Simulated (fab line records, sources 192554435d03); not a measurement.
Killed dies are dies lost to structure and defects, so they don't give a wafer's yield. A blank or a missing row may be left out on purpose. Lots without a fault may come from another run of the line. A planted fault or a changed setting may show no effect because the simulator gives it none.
Which tool did it? | flow n5_finfet | 12 lots, 34 wafers sampled, at 5 steps of a route of 1938

WHAT THE GAUGES READ, wafer by wafer
The record holds no reading of a measuring or inspecting step that can be judged against a usual standard deviation.

WHICH TOOL RAN EACH LOT (tool, then ch and the chambers of the sampled wafers, then the start)
lot  | N5_PMOS_HMC_CHANNEL_EPI_STRIP_17   | N5_PASSIVATION_DEGAS_18      | N5_PASSIVATION_SPUTTER_20    | N5_PASSIVATION_DESCUM_46           | N5_PASSIVATION_PROBE_49
L205 | wet_bench-01 ch 1,2,5, day 1 18:01 | pvd_sputter-01, day 13 10:16 | pvd_sputter-01, day 13 10:20 | rie_diel-03 ch 0,2,3, day 13 13:39 | -
L206 | wet_bench-04 ch 5,6,7, day 2 01:29 | pvd_sputter-01, day 12 21:34 | pvd_sputter-01, day 12 21:39 | rie_diel-04 ch 0,2,3, day 13 00:12 | -
L207 | wet_bench-04 ch 2,4, day 2 05:10   | pvd_sputter-01, day 13 13:54 | pvd_sputter-01, day 13 13:59 | rie_diel-04 ch 2, day 13 16:45     | -
L209 | wet_bench-04 ch 4,6, day 2 17:46   | pvd_sputter-01, day 14 02:10 | pvd_sputter-01, day 14 02:14 | rie_diel-04 ch 0,1, day 14 05:18   | -
L210 | wet_bench-01 ch 2,5,6, day 2 23:53 | pvd_sputter-01, day 14 21:19 | pvd_sputter-01, day 14 21:24 | rie_diel-01 ch 0,1,3, day 15 00:25 | -
L211 | wet_bench-05 ch 2,6,7, day 3 06:08 | pvd_sputter-03, day 14 02:05 | pvd_sputter-03, day 14 02:10 | rie_diel-03 ch 0,1,3, day 14 04:58 | -
L212 | wet_bench-01 ch 1,4,6, day 3 12:08 | pvd_sputter-02, day 15 02:53 | pvd_sputter-02, day 15 02:58 | rie_diel-03 ch 1,2,3, day 15 05:52 | -
L214 | wet_bench-01 ch 1,4,7, day 4 00:25 | pvd_sputter-01, day 15 21:19 | pvd_sputter-01, day 15 21:24 | rie_diel-03 ch 0,2, day 15 23:49   | -
L217 | wet_bench-01 ch 5,6,7, day 4 17:48 | pvd_sputter-03, day 16 10:52 | pvd_sputter-03, day 16 10:57 | rie_diel-01 ch 0,2,3, day 16 13:30 | prober-02, day 16 17:07
L220 | wet_bench-01 ch 5,6,7, day 5 11:55 | pvd_sputter-02, day 17 12:34 | pvd_sputter-02, day 17 12:39 | rie_diel-01 ch 0,1, day 17 15:18   | prober-02, day 17 18:20
L221 | wet_bench-05 ch 1,4,5, day 5 17:49 | pvd_sputter-03, day 18 06:47 | pvd_sputter-03, day 18 06:52 | rie_diel-04 ch 1,2, day 18 09:23   | -
L227 | wet_bench-05 ch 2,5,7, day 7 05:28 | pvd_sputter-03, day 19 06:59 | pvd_sputter-03, day 19 07:04 | rie_diel-01 ch 0,3, day 19 09:52   | -
- N5_PMOS_HMC_CHANNEL_EPI_STRIP_17: strips in SPM, time 750 s.
- N5_PASSIVATION_DEGAS_18: time 60 s.
- N5_PASSIVATION_SPUTTER_20: material TaN, target thk 50 nm.
- N5_PASSIVATION_DESCUM_46: chemistry O2, time 7.9 s.
- N5_PASSIVATION_PROBE_49

WHAT THE TOOLS THEMSELVES READ (means of the sampled wafers that have a number; where no wafer has one, the mark that the record gives instead)
N5_PMOS_HMC_CHANNEL_EPI_STRIP_17.
lot  | tool         | temp_c (C)
L205 | wet_bench-01 | 129.91
L206 | wet_bench-04 | 129.97
L207 | wet_bench-04 | 130.09
L209 | wet_bench-04 | 130.06
L210 | wet_bench-01 | 130.06
L211 | wet_bench-05 | 129.82
L212 | wet_bench-01 | 130.16
L214 | wet_bench-01 | 129.91
L217 | wet_bench-01 | 130.03
L220 | wet_bench-01 | 130.14
L221 | wet_bench-05 | 129.95
L227 | wet_bench-05 | 129.89

N5_PASSIVATION_DEGAS_18.
lot  | tool           | heater_power_w (W)
L205 | pvd_sputter-01 | 468
L206 | pvd_sputter-01 | 402
L207 | pvd_sputter-01 | 421
L209 | pvd_sputter-01 | 408
L210 | pvd_sputter-01 | 445
L211 | pvd_sputter-03 | 422
L212 | pvd_sputter-02 | 469
L214 | pvd_sputter-01 | 481
L217 | pvd_sputter-03 | 461
L220 | pvd_sputter-02 | 465
L221 | pvd_sputter-03 | 443
L227 | pvd_sputter-03 | 415

N5_PASSIVATION_SPUTTER_20.
lot  | tool           | substrate_temp_c (C) | throttle_valve_pct (%)
L205 | pvd_sputter-01 | 24.97                | 30.2
L206 | pvd_sputter-01 | 25.05                | 30.8
L207 | pvd_sputter-01 | 24.92                | 29.8
L209 | pvd_sputter-01 | 24.95                | 30.6
L210 | pvd_sputter-01 | 25.05                | 32.5
L211 | pvd_sputter-03 | 24.98                | 29.1
L212 | pvd_sputter-02 | 25.01                | 29.4
L214 | pvd_sputter-01 | 24.95                | 31.4
L217 | pvd_sputter-03 | 25.02                | 29.4
L220 | pvd_sputter-02 | 25.04                | 29.1
L221 | pvd_sputter-03 | 24.99                | 30.1
L227 | pvd_sputter-03 | 24.99                | 29.8

N5_PASSIVATION_DESCUM_46.
lot  | tool        | drypump_motor_current_A (A) | oes_product_au (a.u.) | rf_vpp_V (V) | showerhead_plenum_p_Torr (Torr) | temp_c (C) | throttle_valve_pct (%)
L205 | rie_diel-03 | 5.5                         | 0.73                  | 241.9        | 2.07                            | 39.98      | 20.49
L206 | rie_diel-04 | 5.5                         | 0.85                  | 243.4        | 2.12                            | 40.08      | 20.39
L207 | rie_diel-04 | 5.4                         | 0.78                  | 242.8        | 2.09                            | 39.94      | 20.16
L209 | rie_diel-04 | 5.8                         | 0.84                  | 241.8        | 2.04                            | 40.07      | 20.63
L210 | rie_diel-01 | 5.2                         | 0.83                  | 243.1        | 2.09                            | 39.96      | 20.32
L211 | rie_diel-03 | 5.4                         | 0.78                  | 244.0        | 2.14                            | 39.99      | 20.40
L212 | rie_diel-03 | 5.4                         | 0.76                  | 243.5        | 2.13                            | 39.92      | 20.39
L214 | rie_diel-03 | 5.4                         | 0.71                  | 242.2        | 2.00                            | 39.97      | 20.61
L217 | rie_diel-01 | 5.4                         | 0.83                  | 243.5        | 2.12                            | 39.99      | 20.36
L220 | rie_diel-01 | 5.3                         | 0.80                  | 243.3        | 2.09                            | 40.02      | 20.37
L221 | rie_diel-04 | 5.8                         | 0.76                  | 242.2        | 2.06                            | 40.00      | 20.39
L227 | rie_diel-01 | 5.2                         | 0.78                  | 242.4        | 2.08                            | 40.00      | 20.38

N5_PASSIVATION_PROBE_49.
lot  | tool      | defect_limited_yield (%) | killed_at_M0_to_M3 | killed_at_M4_up | killed_at_contacts | killed_at_front_end | killed_at_other | killed_dies | killed_on_rim | killed_open | killed_short | sort_bin_5_function (%) | sort_bin_6_memory (%) | sort_n_pass | sort_yield_pct (%)
L217 | prober-02 | 84.9                     | 29                 | 18              | 15                 | 110                 | 7               | 179         | 30            | 70          | 36           | 9.5                     | 4.4                   | 1001        | 84.9
L220 | prober-02 | 85.7                     | 28                 | 7               | 15                 | 114                 | 5               | 169         | 30            | 64          | 28           | 8.8                     | 3.8                   | 1011        | 85.7

THE ANSWER, worked out from the rows above alone
Rule: what is usual is taken from the lots themselves. Put in order of their means at a reading, lots are off if they are a third of the lots or fewer, leave a main group of 4 or more, and stand apart from it by a gap of 3 or more times the standard deviation of the main group's means; of several such gaps the widest counts. A main group whose means are all the same, to the digits that the tables above print for the reading, isn't used. A lot without any number at a reading at which 4 lots or more have one is off too. The other lots that the step has rows for count as sound. The gauges are gone through in route order, then the tools' own readings, and for those a lot's mean is taken as printed above. The first step at which some lot is off is used, and at that step the reading that is off furthest; a lot without a number counts as furthest.
No lot is off at any reading shown: from this, nothing can be told.

WHAT THE SIMULATOR HAD PUT IN
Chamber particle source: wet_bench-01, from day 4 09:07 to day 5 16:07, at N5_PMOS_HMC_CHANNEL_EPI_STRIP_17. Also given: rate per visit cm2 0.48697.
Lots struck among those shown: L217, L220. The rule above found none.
